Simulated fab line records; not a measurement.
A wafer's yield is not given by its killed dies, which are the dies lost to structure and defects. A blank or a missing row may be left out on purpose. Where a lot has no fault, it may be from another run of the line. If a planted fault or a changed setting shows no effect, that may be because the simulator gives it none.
Split-lot experiment / flow n5Finfet / 7 lots, 21 wafers read, on a route of 1938 steps

ON THE SPLIT
At N5_BEOL_M6_ALD_77 (deposits TaN, target thk 2 nm, pulse time 2 s, purge time 3 s), the setting aldCycles was moved away from the recipe's 40 on 7 of the 21 wafers read, by -15.0% to +15.0%. All remaining wafers had this setting at the recipe value.

The reading is taken at the split's own step.

THE READING
TaN_of_BEOL_M6_ALD_77.thkNm (the simulator's own value, which no gauge read), in nm, at N5_BEOL_M6_ALD_77 (deposits TaN, target thk 2 nm, pulse time 2 s, purge time 3 s). No usual value for it is given in the file.

wafer=L075.1; tool, chamber at the split=aldMetal-04, 1,0,0; aldCycles as run=40; against the recipe=recipe; TaN_of_BEOL_M6_ALD_77.thkNm, nm=2; against lot-mates on the recipe=-
wafer=L075.4; tool, chamber at the split=aldMetal-04, 1,0,0; aldCycles as run=40; against the recipe=recipe; TaN_of_BEOL_M6_ALD_77.thkNm, nm=2; against lot-mates on the recipe=-
wafer=L075.5; tool, chamber at the split=aldMetal-04, 1,0,0; aldCycles as run=40; against the recipe=recipe; TaN_of_BEOL_M6_ALD_77.thkNm, nm=2; against lot-mates on the recipe=-
wafer=L083.3; tool, chamber at the split=aldMetal-03, 0,1; aldCycles as run=37; against the recipe=-7.5%; TaN_of_BEOL_M6_ALD_77.thkNm, nm=1.8; against lot-mates on the recipe=-0.2
wafer=L083.5; tool, chamber at the split=aldMetal-03, 0,1; aldCycles as run=37; against the recipe=-7.5%; TaN_of_BEOL_M6_ALD_77.thkNm, nm=1.8; against lot-mates on the recipe=-0.2
wafer=L083.6; tool, chamber at the split=aldMetal-03, 0; aldCycles as run=40; against the recipe=recipe; TaN_of_BEOL_M6_ALD_77.thkNm, nm=2; against lot-mates on the recipe=-
wafer=L080.1; tool, chamber at the split=aldMetal-02, 3,2; aldCycles as run=40; against the recipe=recipe; TaN_of_BEOL_M6_ALD_77.thkNm, nm=2; against lot-mates on the recipe=-
wafer=L080.3; tool, chamber at the split=aldMetal-02, 3,2; aldCycles as run=40; against the recipe=recipe; TaN_of_BEOL_M6_ALD_77.thkNm, nm=2; against lot-mates on the recipe=-
wafer=L080.5; tool, chamber at the split=aldMetal-02, 1; aldCycles as run=34; against the recipe=-15.0%; TaN_of_BEOL_M6_ALD_77.thkNm, nm=1.6; against lot-mates on the recipe=-0.4
wafer=L084.1; tool, chamber at the split=aldMetal-04, 3; aldCycles as run=40; against the recipe=recipe; TaN_of_BEOL_M6_ALD_77.thkNm, nm=2; against lot-mates on the recipe=-
wafer=L084.2; tool, chamber at the split=aldMetal-04, 0,1; aldCycles as run=46; against the recipe=+15.0%; TaN_of_BEOL_M6_ALD_77.thkNm, nm=2.4; against lot-mates on the recipe=+0.4
wafer=L084.3; tool, chamber at the split=aldMetal-04, 0,1; aldCycles as run=46; against the recipe=+15.0%; TaN_of_BEOL_M6_ALD_77.thkNm, nm=2.4; against lot-mates on the recipe=+0.4
wafer=L090.3; tool, chamber at the split=aldMetal-02, 1,0; aldCycles as run=40; against the recipe=recipe; TaN_of_BEOL_M6_ALD_77.thkNm, nm=2; against lot-mates on the recipe=-
wafer=L090.4; tool, chamber at the split=aldMetal-02, 1,0; aldCycles as run=40; against the recipe=recipe; TaN_of_BEOL_M6_ALD_77.thkNm, nm=2; against lot-mates on the recipe=-
wafer=L090.6; tool, chamber at the split=aldMetal-02, 1; aldCycles as run=38; against the recipe=-5.0%; TaN_of_BEOL_M6_ALD_77.thkNm, nm=2; against lot-mates on the recipe=+0.0
wafer=L088.1; tool, chamber at the split=aldMetal-03, 3,1; aldCycles as run=40; against the recipe=recipe; TaN_of_BEOL_M6_ALD_77.thkNm, nm=2; against lot-mates on the recipe=-
wafer=L088.3; tool, chamber at the split=aldMetal-03, 3,1; aldCycles as run=40; against the recipe=recipe; TaN_of_BEOL_M6_ALD_77.thkNm, nm=2; against lot-mates on the recipe=-
wafer=L088.4; tool, chamber at the split=aldMetal-03, 2; aldCycles as run=36; against the recipe=-10.0%; TaN_of_BEOL_M6_ALD_77.thkNm, nm=1.8; against lot-mates on the recipe=-0.2
wafer=L093.1; tool, chamber at the split=aldMetal-02, 2,1,1; aldCycles as run=40; against the recipe=recipe; TaN_of_BEOL_M6_ALD_77.thkNm, nm=2; against lot-mates on the recipe=-
wafer=L093.3; tool, chamber at the split=aldMetal-02, 2,1,1; aldCycles as run=40; against the recipe=recipe; TaN_of_BEOL_M6_ALD_77.thkNm, nm=2; against lot-mates on the recipe=-
wafer=L093.6; tool, chamber at the split=aldMetal-02, 2,1,1; aldCycles as run=40; against the recipe=recipe; TaN_of_BEOL_M6_ALD_77.thkNm, nm=2; against lot-mates on the recipe=-
Where a row lists several chambers, the file gives one row for several wafers and doesn't say which wafer went through which chamber.

THE FIT
A straight line over all 21 wafers: TaN_of_BEOL_M6_ALD_77.thkNm changes by +0.0253 nm for each +1% of aldCycles; r = +0.98; the points scatter about the line by 0.031 nm.
The same after taking each lot's own level away (the mean of its wafers on the recipe; 21 wafers): +0.0253 nm for each +1%; r = +0.98; scatter 0.031 nm.
On that fit, the largest move of aldCycles shifts the reading by 0.38 nm.
The lots' own levels span 2.00 to 2.00 nm.
Hence the lot-to-lot level has little effect on the slope; both slopes agree.
Check: for one of the wafers moved furthest among these (-15.0%), held out of the fit, the line's prediction against its lot-mates is -0.361 nm. It came out at -0.4 nm against them.

THE OTHER SPLITS THESE WAFERS WENT THROUGH
These wafers also went through other splits before the reading. Each is held against what the fit with the lots' levels taken away leaves over:
other split on the same wafers=N5_BEOL_M5_ETCH_72 sourceW; wafers away from the commonest value=10; r with TaN_of_BEOL_M6_ALD_77.thkNm (lot level and that fit taken away)=-0.01
other split on the same wafers=N5_BEOL_M6_EXPOSE_25 doseMj; wafers away from the commonest value=9; r with TaN_of_BEOL_M6_ALD_77.thkNm (lot level and that fit taken away)=-0.02
other split on the same wafers=N5_BEOL_M6_VIA_ETCH_34 timeS; wafers away from the commonest value=5; r with TaN_of_BEOL_M6_ALD_77.thkNm (lot level and that fit taken away)=+0.54

FILE'S OWN FIT
TaN_of_BEOL_M6_ALD_77.thkNm changes by +0.0246 nm for each +1% of aldCycles, r = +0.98.
